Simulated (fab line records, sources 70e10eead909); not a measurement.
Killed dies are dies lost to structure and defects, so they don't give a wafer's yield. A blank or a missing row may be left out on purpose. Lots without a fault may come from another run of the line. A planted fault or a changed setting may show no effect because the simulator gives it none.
fab line records | flow nand_harc
record lots=13 wafers=39 last_day=33
route steps=1302 shown A_CHANNEL_HOLE_D1@475 A_CHANNEL_FILL_D1@492 END@1302
lots that met no fault: from a run of the same line without faults
start_h: hours from the record's first day to the start of the lot's first wafer shown | wait_h: hours since the lot's step before | " the same as in the row above | L1.1+2: a row that stands for several wafers | - no value, or no start given | * or withheld: withheld | < > ~ a bound
route shown NAME@n: a module of which the file shows steps, and the number in the route of the first | usual: mean/standard deviation of fault-free wafers | same: alike in all rows | chamber/n: place in a boat | sites: the reading at each site | _std_site: their standard deviation | _edge_site: outer sites' mean less inner sites' | radius_mm: how far each site lies from the wafer's centre | mask NAME#n: copy n | behind: the tool/chamber that last shaped the wafer | hold: why the lot was held/for how many hours/how that ended | device: the transistor (n, p or np) that didn't switch | end of line: the same wafers' tests at the end of the route | a step without rows: its recipe alone | killed: dies lost to structure and defects at the first sort, not the wafer's yield | map: a wafer's dies, x killed, . not, _ none there
set.NAME: the setting as run; set.NAME@STEP: as run at that earlier step | model.NAME: the simulator's own value behind a step, which no gauge read
steps of the route over a sample of lots; a table a step, a row a wafer
services: from which hour (start_h, from the record's first day; less than 0 if before it) a tool's chamber was out of use, for how many hours, and why
## steps
# step NHARC_A_CHANNEL_HOLE_D1_ETCH_23
# recipe bias_v=5000 source_w=withheld pressure_mtorr=20 time_s=819 ar_flow_sccm=375 c4f8_flow_sccm=89.3 o2_flow_sccm=35.7 temp_c=-20 target_depth_a=16000 chemistry=C4F8/O2/Ar
# usual drypump_motor_current_A=6.01/0.28 mfc_ar_sccm=375.1/1.2 showerhead_plenum_p_Torr=3.69/0.06 throttle_valve_pct=32.154/0.0088
# columns lot.wafer tool chamber start_h wait_h drypump_motor_current_A mfc_ar_sccm rf_hours_counter_h showerhead_plenum_p_Torr throttle_valve_pct
L553.2 har_etch-01 1 183.19 0.5 6.21 378.7 90 3.73 32.156
L553.1 " 0 " " 6.16 375.3 90 3.73 32.149
L553.5 " 0 " " 6.16 373.5 - 3.73 32.157
L554.2 har_etch-02 1 188.99 0.5 6.16 374.7 299 3.64 32.134
L554.1 " 0 " " 5.54 373.7 299 3.76 32.159
L554.5 " 1 " " 6.16 376.2 - 3.64 32.153
L555.1 har_etch-01 1 203.82 0.5 6.18 375.7 101 3.73 32.158
L555.3 " 1 " " 6.19 377.0 - 3.73 32.170
L555.6 " 0 " " 6.16 376.2 - 3.73 32.171
L560.2 har_etch-02 1 262.95 0.5 6.16 374.9 341 3.62 32.161
L560.4 " 0 " " 5.57 373.9 - 3.74 32.163
L560.5 " 1 " " 6.14 375.2 - 3.62 32.164
L563.2 har_etch-01 1 282.72 0.5 6.21 377.4 143 3.70 32.145
L563.1 " 0 " " 6.16 374.0 143 3.70 32.154
L563.3 " 0 " " 6.16 374.0 - 3.70 32.156
L566.1 har_etch-02 1 312.51 0.5 6.21 374.5 372 3.61 32.144
L566.2 " 0 " " 5.50 373.8 372 3.72 32.163
L566.6 " 1 " " 6.21 374.5 - 3.60 32.152
L568.2 har_etch-01 0 327.40 0.5 6.16 374.9 166 3.69 32.136
L568.4 " 1 " " 6.20 377.8 - 3.69 32.167
L568.5 " 0 " " 6.17 373.9 - 3.69 32.151
L567.3 har_etch-02 1 331.19 0.5 6.17 372.7 - 3.60 32.160
L567.5 " 1 " " 6.15 373.2 - 3.60 32.162
L567.6 " 0 " " 5.54 375.7 - 3.72 32.158
L572.3 har_etch-02 0 373.52 0.5 5.57 372.9 - 3.70 32.149
L572.5 " 0 " " 5.56 374.4 - 3.70 32.162
L572.6 " 1 " " 6.19 376.0 - 3.58 32.144
L573.1 har_etch-01 1 389.81 0.5 6.18 375.7 204 3.67 32.164
L573.4 " 1 " " 6.16 374.7 - 3.67 32.160
L573.5 " 1 " " 6.19 374.2 - 3.67 32.136
L574.1 har_etch-01 1 393.88 0.5 6.21 374.9 208 3.67 32.150
L574.4 " 0 " " 6.18 374.4 - 3.67 32.132
L574.5 " 1 " " 6.19 373.3 - 3.67 32.175
L575.4 har_etch-01 1 404.01 0.5 6.22 374.5 - 3.66 32.146
L575.6 " 1 " " 6.22 375.1 - 3.66 32.158
L575.5 " 0 " " 6.14 374.5 - 3.66 32.154
L576.1 har_etch-02 1 412.68 0.5 6.13 374.5 13 3.93 32.155
L576.4 " 1 " " 6.16 375.9 - 3.93 32.139
L576.3 " 0 " " 5.56 374.0 - 3.70 32.157
# step NHARC_A_CHANNEL_HOLE_D1_CD_MEAS_30
# usual cd_nm=90.0/1.6
# columns lot.wafer tool chamber start_h wait_h cd_nm
L553.1 cd_sem-02 - 187.29 - 88.6
L553.2 " - " " 86.9
L553.5 " - " " 89.9
L554.1 cd_sem-01 - 193.09 - 88.5
L554.2 " - " " 91.5
L554.5 " - " " 89.2
L555.1 cd_sem-01 - 207.96 - 95.3
L555.3 " - " " 88.3
L555.6 " - " " 90.7
L560.2 cd_sem-02 - 266.95 0.1 91.0
L560.4 " - " " 89.9
L560.5 " - " " 89.1
L563.1 cd_sem-03 - 286.80 - 85.9
L563.2 " - " " 92.0
L563.3 " - " " 88.9
L566.1 cd_sem-01 - 316.60 - 89.4
L566.2 " - " " 91.8
L566.6 " - " " 89.0
L568.2 cd_sem-01 - 331.36 - 89.8
L568.4 " - " " 92.1
L568.5 " - " " 89.1
L567.3 cd_sem-03 - 335.03 - 89.8
L567.5 " - " " 87.6
L567.6 " - " " 90.4
L572.3 cd_sem-01 - 377.52 - 92.2
L572.5 " - " " 91.1
L572.6 " - " " 89.1
L573.1 cd_sem-03 - 393.78 - 87.3
L573.4 " - " " 89.5
L573.5 " - " " 90.8
L574.1 cd_sem-02 - 398.09 - 90.3
L574.4 " - " " 89.8
L574.5 " - " " 89.7
L575.4 cd_sem-02 - 408.04 - 89.0
L575.5 " - " " 89.7
L575.6 " - " " 89.3
L576.1 cd_sem-02 - 416.77 - 90.6
L576.3 " - " " 90.6
L576.4 " - " " 89.5
# step NHARC_A_CHANNEL_FILL_D1_ALD_02
# recipe target_thk_a=60 pulse_time_s=10 ald_cycles=60 temp_c=300 material=SiO2
# usual ald_cycles=60/0 heater_power_w=481/45 precursor_pulse_height_rel=0.999/0.022
# columns lot.wafer tool chamber start_h wait_h ald_cycles heater_power_w precursor_pulse_height_rel
L553.2 ald_hk-02 3 187.73 - 60 527 0.977
L553.1 " 0 " " 60 508 1.016
L553.5 " 2 " " 60 476 1.010
L554.2 ald_hk-02 0 193.61 - 60 519 0.991
L554.1 " 1 " " 60 423 1.004
L554.5 " 2 " " 60 490 0.974
L555.1 ald_hk-03 3 208.34 - 60 491 0.978
L555.3 " 2 " " 60 370 1.033
L555.6 " 3 " " 60 505 1.015
L560.4 ald_hk-01 0 267.34 - 60 505 1.005
L560.2 " 3 " " 60 496 0.981
L560.5 " 1 " " 60 480 0.979
L563.3 ald_hk-03 2 287.30 - 60 373 1.047
L563.1 " 3 " " 60 502 1.006
L563.2 " 1 " " 60 512 1.012
L566.1 ald_hk-01 0 316.98 - 67 496 0.972
L566.2 " 2 " " 67 400 1.040
L566.6 " 0 " " 67 487 1.007
L568.4 ald_hk-01 1 331.88 - 67 446 0.999
L568.2 " 2 " " 67 406 1.009
L568.5 " 3 " " 67 532 1.019
L567.3 ald_hk-02 3 335.48 - 60 527 0.981
L567.6 " 2 " " 60 486 0.979
L567.5 " 3 " " 60 526 1.025
L572.3 ald_hk-02 1 378.11 - 60 446 0.998
L572.5 " 2 " " 60 507 0.977
L572.6 " 3 " " 60 510 1.028
L573.4 ald_hk-01 1 394.31 - 60 456 1.013
L573.1 " 2 " " 60 406 0.997
L573.5 " 3 " " 60 525 0.984
L574.4 ald_hk-02 3 398.47 - 60 494 1.021
L574.1 " 0 " " 60 539 0.996
L574.5 " 3 " " 60 501 0.985
L575.4 ald_hk-01 0 408.63 - 60 489 1.007
L575.5 " 1 " " 60 456 1.021
L575.6 " 2 " " 60 401 0.965
L576.4 ald_hk-03 0 417.18 0.1 60 504 0.993
L576.1 " 1 " " 60 526 1.009
L576.3 " 2 " " 60 363 1.035
# step NHARC_A_CHANNEL_FILL_D1_ALD_16
# recipe target_thk_a=15 pulse_time_s=10 ald_cycles=15 temp_c=300 material=SiO2
# usual ald_cycles=15/0 heater_power_w=478/48 precursor_pulse_height_rel=0.999/0.018
# columns lot.wafer tool chamber start_h wait_h ald_cycles heater_power_w precursor_pulse_height_rel
L553.2 ald_hk-03 2 199.92 0.1 15 365 1.016
L553.1 " 3 " " 15 494 1.007
L553.5 " 1 " " 15 500 1.041
L554.2 ald_hk-03 3 205.67 0.1 15 491 0.994
L554.1 " 1 " " 15 507 1.042
L554.5 " 2 " " 15 365 0.978
L555.1 ald_hk-03 0 222.00 1.1 15 503 0.969
L555.3 " 2 " " 15 367 0.978
L555.6 " 1 " " 15 502 0.995
L560.2 ald_hk-02 1 279.59 0.1 15 429 1.006
L560.4 " 2 " " 15 496 1.009
L560.5 " 1 " " 15 421 0.991
L563.3 ald_hk-02 1 299.48 0.5 15 422 1.022
L563.1 " 3 " " 15 545 1.008
L563.2 " 0 " " 15 522 0.983
L566.1 ald_hk-03 1 329.20 0.1 15 501 0.989
L566.2 " 2 " " 15 380 1.011
L566.6 " 0 " " 15 500 1.004
L568.4 ald_hk-02 3 343.91 0.0 15 522 0.982
L568.2 " 1 " " 15 429 1.015
L568.5 " 3 " " 15 533 1.002
L567.3 ald_hk-02 1 347.66 0.0 15 436 0.991
L567.6 " 1 " " 15 424 0.998
L567.5 " 2 " " 15 494 0.982
L572.3 ald_hk-01 3 390.15 0.1 15 521 1.011
L572.6 " 1 " " 15 464 1.000
L572.5 " 2 " " 15 400 1.014
L573.1 ald_hk-01 0 406.40 0.1 15 497 1.019
L573.4 " 2 " " 15 398 1.008
L573.5 " 0 " " 15 497 1.018
L574.4 ald_hk-01 2 410.68 0.0 15 402 1.028
L574.1 " 1 " " 15 466 1.009
L574.5 " 2 " " 15 406 1.004
L575.4 ald_hk-02 0 420.62 0.1 15 546 1.018
L575.5 " 3 " " 15 498 0.968
L575.6 " 0 " " 15 529 1.010
L576.4 ald_hk-02 0 429.41 0.1 15 525 0.990
L576.1 " 1 " " 15 457 1.004
L576.3 " 2 " " 15 505 0.990
# step NHARC_END_SORT_01
# recipe temp_c=25
# usual killed_at_array=55/17 killed_at_other=0.9/1.2 killed_at_periphery=3.7/2.5 killed_dies=59/18 killed_open=3.4/1.9 killed_short=2.6/1.6
# same gross_dies=677
# columns lot.wafer tool chamber start_h wait_h killed_at_array killed_at_other killed_at_periphery killed_dies killed_open killed_short
L553.1 prober-01 0 562.27 2.5 64 1 6 71 7 4
L553.2 prober-01 0 563.06 2.8 55 0 3 58 5 1
L553.5 prober-01 0 565.43 3.7 52 2 1 55 3 5
L555.1 prober-01 0 572.71 2.6 38 2 8 48 6 4
L555.3 prober-01 0 574.31 3.1 44 1 8 53 1 1
L555.6 prober-01 0 576.70 4.0 35 0 4 39 3 3
L554.1 prober-01 0 580.49 2.5 49 1 1 51 2 5
L554.2 prober-01 0 581.28 2.8 44 1 3 48 2 4
L554.5 prober-01 0 583.64 3.6 57 0 4 61 3 6
L560.2 prober-01 0 640.23 2.8 75 1 2 78 2 1
L560.4 prober-01 0 641.84 3.4 81 0 0 81 2 3
L560.5 prober-01 0 642.65 3.7 75 0 2 77 2 2
L563.1 prober-02 0 665.49 2.5 37 0 1 38 2 3
L563.2 prober-02 0 666.30 2.8 30 2 5 37 4 4
L563.3 prober-02 0 667.10 3.1 29 0 3 32 3 1
L566.1 prober-01 0 690.52 2.5 60 2 2 64 1 0
L566.2 prober-01 0 691.32 2.8 67 3 2 72 6 4
L566.6 prober-01 0 694.54 4.0 55 0 1 56 2 2
L568.2 prober-02 0 705.76 2.8 64 0 7 71 5 1
L568.4 prober-02 0 707.38 3.4 42 0 5 47 2 2
L568.5 prober-02 0 708.19 3.7 50 2 13 65 4 2
L567.3 prober-01 0 706.52 3.1 50 0 2 52 4 4
L567.5 prober-01 0 708.10 3.7 46 0 7 53 0 3
L567.6 prober-01 0 708.90 4.0 53 0 3 56 5 1
L572.3 prober-02 0 745.56 3.1 89 1 5 95 5 8
L572.5 prober-02 0 747.17 3.7 72 0 1 73 0 4
L572.6 prober-02 0 747.98 4.0 82 0 5 87 5 6
L573.1 prober-01 0 752.61 2.5 60 0 6 66 4 1
L573.4 prober-01 0 755.00 3.4 28 1 5 34 1 2
L573.5 prober-01 0 755.80 3.7 32 0 2 34 2 1
L574.1 prober-02 0 778.83 2.5 31 2 5 38 5 2
L574.4 prober-02 0 781.22 3.4 40 2 1 43 4 0
L574.5 prober-02 0 782.02 3.7 35 4 2 41 4 3
L575.4 prober-01 0 781.26 3.4 66 1 3 70 4 3
L575.5 prober-01 0 782.07 3.7 70 1 3 74 3 2
L575.6 prober-01 0 782.88 4.1 69 0 5 74 4 5
L576.1 prober-01 0 798.52 2.5 30 0 2 32 3 3
L576.3 prober-01 0 800.12 3.1 34 1 1 36 3 3
L576.4 prober-01 0 800.92 3.4 47 0 1 48 2 4
# killed by level:class
L553.1 A_CHANNEL_HOLE_D2:chamber_film_flake=40 A_CONTACT:chamber_film_flake=9 A_STAIRCASE:chamber_film_flake=4 P_GATE:geometric_particle:open=2 P_CONTACT:geometric_particle:open=1 P_CONTACT:geometric_particle:short=1 A_CHANNEL_FILL_D1:geometric_particle:short=1 A_ONON_D2:geometric_particle:open=1
L553.2 A_CHANNEL_HOLE_D2:chamber_film_flake=32 A_STAIRCASE:chamber_film_flake=8 A_CONTACT:chamber_film_flake=6 A_BLC:geometric_particle:open=2 A_CHANNEL_HOLE_D1:chamber_film_flake=2 P_GATE:geometric_particle:open=1 P_M0:geometric_particle:open=1 A_WL_FILL:chamber_film_flake=1
L553.5 A_CHANNEL_HOLE_D2:chamber_film_flake=30 A_CONTACT:chamber_film_flake=8 A_CHANNEL_FILL_D1:geometric_particle:short=2 A_STAIRCASE:chamber_film_flake=2 A_WL_FILL:chamber_film_flake=2 THIN_TSV:chamber_film_flake=2 A_ONON_D1:geometric_particle:open=1 A_ONON_D2:geometric_particle:short=1
L555.1 A_SLIT:chamber_film_flake=18 A_CHANNEL_HOLE_D2:chamber_film_flake=7 P_M0:geometric_particle:open=3 P_ZERO_WELL:chamber_film_flake=2 P_M0:chamber_film_flake=2 A_STAIRCASE:chamber_film_flake=2 A_WL_FILL:chamber_film_flake=2 A_CONTACT:chamber_film_flake=2
L555.3 A_SLIT:chamber_film_flake=28 A_CHANNEL_HOLE_D2:chamber_film_flake=8 P_M0:chamber_film_flake=5 A_CONTACT:chamber_film_flake=3 P_ZERO_WELL:chamber_film_flake=2 A_WL_FILL:chamber_film_flake=2 P_M0:geometric_particle:open=1 A_CHANNEL_FILL_D1:geometric_particle:short=1
L555.6 A_SLIT:chamber_film_flake=16 A_CHANNEL_HOLE_D1:chamber_film_flake=4 A_CHANNEL_HOLE_D2:chamber_film_flake=4 A_WL_FILL:chamber_film_flake=4 P_CONTACT:geometric_particle:open=2 A_WL_FILL:geometric_particle:short=2 A_CONTACT:chamber_film_flake=2 A_ONON_D2:geometric_particle:short=1
L554.1 A_CHANNEL_HOLE_D1:chamber_film_flake=30 A_CHANNEL_HOLE_D2:chamber_film_flake=5 A_STAIRCASE:chamber_film_flake=4 A_CONTACT:chamber_film_flake=4 A_CHANNEL_FILL_D2:geometric_particle:short=3 P_M0:geometric_particle:short=1 A_SGD_CUT:geometric_particle:short=1 A_WL_FILL:geometric_particle:open=1
L554.2 A_CHANNEL_HOLE_D1:chamber_film_flake=27 A_STAIRCASE:chamber_film_flake=6 A_CHANNEL_HOLE_D2:chamber_film_flake=4 A_CHANNEL_FILL_D1:geometric_particle:short=2 P_GATE:chamber_film_flake=2 P_M0:geometric_particle:short=1 A_ONON_D1:geometric_particle:open=1 A_ONON_D2:geometric_particle:open=1
L554.5 A_CHANNEL_HOLE_D1:chamber_film_flake=36 A_CHANNEL_HOLE_D2:chamber_film_flake=5 A_STAIRCASE:chamber_film_flake=5 A_CONTACT:chamber_film_flake=2 P_M0:geometric_particle:short=1 P_M2:geometric_particle:short=1 A_ONON_D1:geometric_particle:short=1 A_CHANNEL_FILL_D1:geometric_particle:open=1
L560.2 A_SLIT:chamber_film_flake=24 A_CHANNEL_HOLE_D1:chamber_film_flake=23 A_SGD_CUT:chamber_film_flake=7 A_CHANNEL_HOLE_D2:chamber_film_flake=5 A_BONDPAD:chamber_film_flake=4 A_CONTACT:chamber_film_flake=3 A_BLC:geometric_particle:open=2 P_GATE:chamber_film_flake=2
L560.4 A_SLIT:chamber_film_flake=26 A_CHANNEL_HOLE_D1:chamber_film_flake=26 A_SGD_CUT:chamber_film_flake=9 A_CHANNEL_HOLE_D2:chamber_film_flake=7 A_BONDPAD:chamber_film_flake=3 A_CHANNEL_FILL_D1:geometric_particle:open=1 A_DECK1_JOINT:geometric_particle:short=1 A_ONON_D2:geometric_particle:short=1
L560.5 A_CHANNEL_HOLE_D1:chamber_film_flake=26 A_SLIT:chamber_film_flake=21 A_CHANNEL_HOLE_D2:chamber_film_flake=11 A_BONDPAD:chamber_film_flake=6 A_SGD_CUT:chamber_film_flake=5 A_CHANNEL_FILL_D1:chamber_film_flake=2 P_CONTACT:geometric_particle:short=1 P_M0:geometric_particle:open=1
L563.1 A_CHANNEL_HOLE_D2:chamber_film_flake=20 A_CHANNEL_HOLE_D1:chamber_film_flake=3 A_ZERO_WELL:chamber_film_flake=2 A_STAIRCASE:chamber_film_flake=2 A_CONTACT:chamber_film_flake=2 A_ONON_D2:geometric_particle:short=1 A_CHANNEL_HOLE_D2:geometric_particle:short=1 A_CHANNEL_HOLE_D2:geometric_particle:open=1
L563.2 A_CHANNEL_HOLE_D2:chamber_film_flake=11 A_STAIRCASE:chamber_film_flake=5 P_ZERO_WELL:chamber_film_flake=4 A_CHANNEL_HOLE_D1:chamber_film_flake=4 A_ZERO_WELL:chamber_film_flake=3 A_SGD_CUT:geometric_particle:short=2 P_M0:geometric_particle:short=1 A_DECK1_JOINT:geometric_particle:open=1
L563.3 A_CHANNEL_HOLE_D2:chamber_film_flake=10 A_CHANNEL_HOLE_D1:chamber_film_flake=8 A_ZERO_WELL:chamber_film_flake=3 A_SLIT:chamber_film_flake=3 A_STAIRCASE:chamber_film_flake=2 P_CONTACT:geometric_particle:open=1 A_CONTACT:geometric_particle:open=1 A_BLC:geometric_particle:open=1
L566.1 A_CHANNEL_HOLE_D1:chamber_film_flake=33 A_CHANNEL_HOLE_D2:chamber_film_flake=18 A_ZERO_WELL:chamber_film_flake=3 A_STAIRCASE:chamber_film_flake=3 THIN_TSV:chamber_film_flake=2 A_WL_FILL:geometric_particle:open=1 P_ZERO_WELL:chamber_film_flake=1 P_M0:chamber_film_flake=1
L566.2 A_CHANNEL_HOLE_D1:chamber_film_flake=30 A_CHANNEL_HOLE_D2:chamber_film_flake=13 A_CONTACT:chamber_film_flake=5 A_BLC:geometric_particle:open=3 A_BLC:chamber_film_flake=3 A_STAIRCASE:chamber_film_flake=3 THIN_TSV:chamber_film_flake=3 A_SLIT:chamber_film_flake=2
L566.6 A_CHANNEL_HOLE_D1:chamber_film_flake=28 A_CHANNEL_HOLE_D2:chamber_film_flake=15 A_STAIRCASE:chamber_film_flake=4 P_M1:geometric_particle:open=1 A_SOURCE_PLATE:geometric_particle:open=1 A_CHANNEL_HOLE_D1:geometric_particle:short=1 A_DECK1_JOINT:geometric_particle:short=1 A_DECK1_JOINT:chamber_film_flake=1
L568.2 A_SLIT:chamber_film_flake=29 A_CHANNEL_HOLE_D2:chamber_film_flake=13 A_CONTACT:chamber_film_flake=6 A_CHANNEL_HOLE_D1:chamber_film_flake=5 A_STAIRCASE:chamber_film_flake=4 P_CONTACT:chamber_film_flake=3 P_GATE:chamber_film_flake=2 P_M1:geometric_particle:open=1
L567.3 A_CHANNEL_HOLE_D1:chamber_film_flake=31 A_STAIRCASE:chamber_film_flake=5 A_SLIT:chamber_film_flake=3 A_SGD_CUT:geometric_particle:short=2 P_GATE:chamber_film_flake=2 A_ONON_D1:geometric_particle:short=1 A_ONON_D1:geometric_particle:open=1 A_CHANNEL_HOLE_D1:geometric_particle:open=1
L568.4 A_SLIT:chamber_film_flake=15 A_CHANNEL_HOLE_D2:chamber_film_flake=11 A_STAIRCASE:chamber_film_flake=5 P_GATE:chamber_film_flake=3 A_CONTACT:chamber_film_flake=3 A_CHANNEL_HOLE_D1:chamber_film_flake=2 A_CHANNEL_HOLE_D1:geometric_particle:open=1 A_CHANNEL_HOLE_D1:geometric_particle:short=1
L567.5 A_CHANNEL_HOLE_D1:chamber_film_flake=32 P_CONTACT:chamber_film_flake=5 A_CONTACT:chamber_film_flake=4 A_SLIT:chamber_film_flake=2 A_CHANNEL_FILL_D1:chamber_film_flake=2 A_STAIRCASE:chamber_film_flake=2 P_GATE:geometric_particle:short=1 A_DECK1_JOINT:geometric_particle:short=1
L568.5 A_SLIT:chamber_film_flake=13 A_CHANNEL_HOLE_D2:chamber_film_flake=13 A_CHANNEL_HOLE_D1:chamber_film_flake=11 P_CONTACT:chamber_film_flake=7 A_STAIRCASE:chamber_film_flake=5 P_GATE:chamber_film_flake=4 THIN_TSV:chamber_film_flake=2 A_ONON_D1:geometric_particle:open=1
L567.6 A_CHANNEL_HOLE_D1:chamber_film_flake=34 A_CONTACT:chamber_film_flake=5 A_SGD_CUT:geometric_particle:open=3 P_CONTACT:chamber_film_flake=2 A_CHANNEL_HOLE_D2:chamber_film_flake=2 A_CHANNEL_FILL_D2:chamber_film_flake=2 A_SLIT:chamber_film_flake=2 A_ONON_D2:geometric_particle:open=1
L572.3 A_SLIT:chamber_film_flake=32 A_CHANNEL_HOLE_D1:chamber_film_flake=27 A_CONTACT:chamber_film_flake=10 A_STAIRCASE:chamber_film_flake=7 A_CHANNEL_FILL_D1:geometric_particle:short=3 A_ONON_D2:geometric_particle:short=2 P_GATE:geometric_particle:short=1 P_CONTACT:geometric_particle:open=1
L572.5 A_CHANNEL_HOLE_D1:chamber_film_flake=34 A_SLIT:chamber_film_flake=22 A_CONTACT:chamber_film_flake=7 A_STAIRCASE:chamber_film_flake=3 A_WL_FILL:chamber_film_flake=2 P_M2:geometric_particle:short=1 A_ONON_D1:geometric_particle:short=1 A_CHANNEL_FILL_D1:geometric_particle:short=1
L572.6 A_SLIT:chamber_film_flake=27 A_CHANNEL_HOLE_D1:chamber_film_flake=26 A_STAIRCASE:chamber_film_flake=9 A_CONTACT:chamber_film_flake=8 A_CHANNEL_FILL_D1:geometric_particle:short=2 P_GATE:chamber_film_flake=2 P_STI:geometric_particle:short=1 P_GATE:geometric_particle:open=1
L573.1 A_SLIT:chamber_film_flake=39 A_CHANNEL_HOLE_D1:chamber_film_flake=8 A_CONTACT:chamber_film_flake=7 P_M1:chamber_film_flake=3 A_CONTACT:geometric_particle:open=2 P_CONTACT:geometric_particle:open=1 A_ONON_D1:geometric_particle:open=1 A_WL_FILL:geometric_particle:short=1
L573.4 A_SLIT:chamber_film_flake=16 A_CHANNEL_HOLE_D1:chamber_film_flake=8 P_M1:chamber_film_flake=4 A_CONTACT:chamber_film_flake=2 P_CONTACT:geometric_particle:open=1 A_WL_FILL:geometric_particle:short=1 STARTING-WAFER:geometric_particle:short=1 A_CHANNEL_HOLE_D2:chamber_film_flake=1
L573.5 A_SLIT:chamber_film_flake=20 A_CHANNEL_HOLE_D1:chamber_film_flake=4 A_CONTACT:chamber_film_flake=4 P_M1:chamber_film_flake=2 A_CHANNEL_FILL_D2:geometric_particle:short=1 A_CHANNEL_FILL_D2:geometric_particle:open=1 A_CONTACT:geometric_particle:open=1 A_CHANNEL_FILL_D2:chamber_film_flake=1
L574.1 A_CHANNEL_HOLE_D1:chamber_film_flake=10 A_SLIT:chamber_film_flake=9 P_M1:chamber_film_flake=2 A_DECK1_JOINT:chamber_film_flake=2 A_STAIRCASE:chamber_film_flake=2 A_CONTACT:chamber_film_flake=2 HYBRID_BOND:chamber_film_flake=2 P_GATE:geometric_particle:open=1
L574.4 A_CHANNEL_HOLE_D1:chamber_film_flake=18 A_SLIT:chamber_film_flake=9 A_CONTACT:chamber_film_flake=4 A_DECK1_JOINT:chamber_film_flake=2 A_STAIRCASE:chamber_film_flake=2 HYBRID_BOND:chamber_film_flake=2 P_M1:geometric_particle:open=1 A_CHANNEL_FILL_D1:geometric_particle:open=1
L575.4 A_SLIT:chamber_film_flake=35 A_CHANNEL_HOLE_D2:chamber_film_flake=16 A_CHANNEL_HOLE_D1:chamber_film_flake=5 A_CONTACT:chamber_film_flake=4 P_CONTACT:geometric_particle:open=2 A_ONON_D1:geometric_particle:open=2 A_ONON_D2:geometric_particle:short=2 A_SOURCE_PLATE:geometric_particle:short=1
L574.5 A_CHANNEL_HOLE_D1:chamber_film_flake=11 A_SLIT:chamber_film_flake=8 A_DECK1_JOINT:chamber_film_flake=4 A_CHANNEL_FILL_D1:geometric_particle:open=2 A_STAIRCASE:chamber_film_flake=2 A_CONTACT:chamber_film_flake=2 HYBRID_BOND:chamber_film_flake=2 THIN_TSV:chamber_film_flake=2
L575.5 A_CHANNEL_HOLE_D2:chamber_film_flake=26 A_SLIT:chamber_film_flake=19 A_CHANNEL_HOLE_D1:chamber_film_flake=11 A_CONTACT:chamber_film_flake=6 A_DECK1_JOINT:chamber_film_flake=3 P_STI:chamber_film_flake=2 P_BONDPAD:geometric_particle:open=1 A_CHANNEL_FILL_D1:geometric_particle:short=1
L575.6 A_SLIT:chamber_film_flake=31 A_CHANNEL_HOLE_D2:chamber_film_flake=17 A_CHANNEL_HOLE_D1:chamber_film_flake=8 A_ONON_D2:geometric_particle:short=2 A_ONON_D2:geometric_particle:open=2 P_STI:chamber_film_flake=2 A_CONTACT:chamber_film_flake=2 P_GATE:geometric_particle:open=1
L576.1 A_SLIT:chamber_film_flake=18 P_M0:geometric_particle:open=2 A_ONON_D2:geometric_particle:short=2 A_CHANNEL_HOLE_D2:chamber_film_flake=2 A_WL_FILL:chamber_film_flake=2 A_WL_FILL:geometric_particle:short=1 A_M1:geometric_particle:open=1 A_ZERO_WELL:chamber_film_flake=1
L576.3 A_SLIT:chamber_film_flake=20 A_WL_FILL:geometric_particle:short=2 A_CHANNEL_HOLE_D1:chamber_film_flake=2 A_STAIRCASE:chamber_film_flake=2 A_WL_FILL:chamber_film_flake=2 P_M0:geometric_particle:open=1 A_CHANNEL_FILL_D1:geometric_particle:short=1 A_CHANNEL_FILL_D2:geometric_particle:open=1
L576.4 A_SLIT:chamber_film_flake=32 A_CONTACT:chamber_film_flake=5 A_CHANNEL_HOLE_D1:geometric_particle:short=2 A_CHANNEL_HOLE_D2:chamber_film_flake=2 A_CHANNEL_FILL_D1:geometric_particle:open=1 A_CHANNEL_FILL_D1:geometric_particle:short=1 A_CHANNEL_FILL_D2:geometric_particle:open=1 A_WL_FILL:geometric_particle:short=1
## services
# columns tool chamber start_h hours kind
ald_hk-02 - 171.46 10.0 pm
ald_hk-02 0 171.46 10.0 vent_cycle
ald_hk-02 1 171.46 10.0 vent_cycle
ald_hk-02 2 171.46 10.0 vent_cycle
ald_hk-02 3 171.46 10.0 vent_cycle
ald_hk-02 0 181.46 - clean
ald_hk-02 1 181.46 - clean
ald_hk-02 2 181.46 - clean
ald_hk-02 3 181.46 - clean
ald_hk-03 - 212.00 10.0 pm
ald_hk-03 - 247.99 1.9 repair
ald_hk-01 - 296.21 10.0 pm
ald_hk-01 0 296.21 10.0 vent_cycle
ald_hk-01 1 296.21 10.0 vent_cycle
ald_hk-01 2 296.21 10.0 vent_cycle
ald_hk-01 3 296.21 10.0 vent_cycle
ald_hk-01 0 306.21 - clean
ald_hk-02 2 351.84 10.0 vent_cycle
ald_hk-02 3 351.84 10.0 vent_cycle
ald_hk-02 0 361.84 - clean
ald_hk-02 1 361.84 - clean
ald_hk-02 2 361.84 - clean
ald_hk-02 3 361.84 - clean
har_etch-02 - 377.00 17.0 pm
## key
first_sign step=NHARC_A_CHANNEL_FILL_D1_ALD_02 reading=ald_cycles direction=up sigmas=99+ usual=60 struck=67
effect none on later readings
met_at NHARC_A_CHANNEL_FILL_D1_ALD_02
struck_lots L566,L568
tester_left_out L566,L568
not_acting_at NHARC_A_CHANNEL_HOLE_D1_ETCH_23,NHARC_A_CHANNEL_HOLE_D1_CD_MEAS_30,NHARC_A_CHANNEL_FILL_D1_ALD_16
onset_between 267.34 316.98
fault kind=process_parameter_drift tool=ald_hk-01 chamber=- onset_h=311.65 steps=NHARC_A_CHANNEL_FILL_D1_ALD_02 channel=ald_cycles offset=7 shape=step end_h=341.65 acts_in=these_recipes_only stated=60
# tester_left_out: of these lots the tester's yield and bins aren't shown, on N5 and GAA mostly nor the transistor test; their killed dies are dies lost to structure and defects alone, not to doping, threshold or leakage, so they don't give the yield
